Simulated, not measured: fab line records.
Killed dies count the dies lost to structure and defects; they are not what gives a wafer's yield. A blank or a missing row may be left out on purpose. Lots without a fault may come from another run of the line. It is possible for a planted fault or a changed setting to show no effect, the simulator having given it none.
A lot that was struck, set against a sound lot | flow nand_harc | 14 steps out of a route of 1302
Sound: the wafers L359.2, L359.3, L359.5. Struck: wafers L367.3, L367.4, L367.6. The cause is given at the end.
Each step with rows lists, per side, the tool, then ch with its chambers, then its first start. Under that, the readings that differ: sound wafers | struck wafers | difference of the means | sigmas: that difference in standard deviations of wafers without a fault.
alike: readings with means less than 2 such deviations apart, plus words and numbers identical on both sides. not compared: withheld readings, readings lacking a value on some wafer, bounds such as >300 that could conceal the same value, and numbers that have no deviation in the record and whose values overlap.
Wherever a step has rows on one side only, a row that says differs or no value, or a row with sigmas, the two part there. When numbers do not overlap yet have no deviation, they are printed without sigmas and do not part them. A reading that every wafer of one side lacks parts them only if that side has two wafers or more.

first, 2 steps without rows for these wafers: NHARC_A_SOURCE_PLATE_SRD_01; NHARC_A_SOURCE_PLATE_OXIDE_02 (material SiO2, target thk 10 nm, ox time 1362 s).
NHARC_A_SOURCE_PLATE_THK_MEAS_09: measures by ellipsometry.
  struck on film_metro-01, day 10 06:47; sound on film_metro-01, day 7 13:53
  alike: thk_nm
then, 3 steps without rows for these wafers: NHARC_A_SOURCE_PLATE_PVD_04 (deposits WSi2, target thk 50 nm); NHARC_A_SOURCE_PLATE_CVD_03 (deposits poly-Si, target thk 200 nm, time 4000 s); NHARC_A_SOURCE_PLATE_ANNEAL_05 (time 1800 s).
NHARC_A_SOURCE_PLATE_THK_MEAS_06: measures by ellipsometry.
  struck on film_metro-02, day 10 19:25; sound on film_metro-01, day 8 02:57
  alike: thk_nm
NHARC_A_SOURCE_PLATE_INSPECT_08:
  struck on defect_inspect-02, day 10 19:28; sound on defect_inspect-02, day 8 03:03
  alike: raw_defect_count
then, no rows for these wafers at 1 step: NHARC_A_ONON_D1_DEP_00 (target thk 1000 nm).
NHARC_A_ONON_D1_THK_MEAS_02: measures by ellipsometry.
  struck on film_metro-02, day 10 20:03; sound on film_metro-02, day 8 03:38
  alike: thk_nm
NHARC_A_ONON_D1_DEP_03: target thk 1000 nm.
  sound on pecvd_onon-03 ch 0, day 8 03:44; struck on pecvd_onon-02 ch 0, day 10 20:13
  reading              | sound             | struck            | difference | sigmas
  nh3_flow_sccm (sccm) | 502.0 501.8 500.2 | 495.9 497.6 499.8 | -3.6       | -2
  alike: n2o_flow_sccm
NHARC_A_ONON_D1_THK_MEAS_05: measures by ellipsometry.
  struck on film_metro-01, day 10 20:37; sound on film_metro-01, day 8 04:11
  reading     | sound         | struck         | difference | sigmas
  thk_nm (nm) | 998 1000 1000 | 1525 1525 1526 | +526       | +40
then, no rows for these wafers at 1 step: NHARC_A_ONON_D1_DEP_06 (target thk 1000 nm).
-- the record jumps here: 16 days lie between the struck wafers' starts before and after (it left off in module A_ONON_D1 and takes up again in module END, whose first step shown is number 1302 of the route) --
NHARC_END_SORT_01:
  here the record holds rows for the struck wafers (prober-01 ch 0, day 26 23:39) but none for the sound ones

## WHERE THEY PART
At NHARC_A_ONON_D1_DEP_03 first; at NHARC_END_SORT_01 last (within this record only).

WHY: what had been put in by the simulator
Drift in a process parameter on pecvd_onon-02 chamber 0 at NHARC_A_ONON_D1_DEP_03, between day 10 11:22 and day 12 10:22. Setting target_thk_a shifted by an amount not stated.
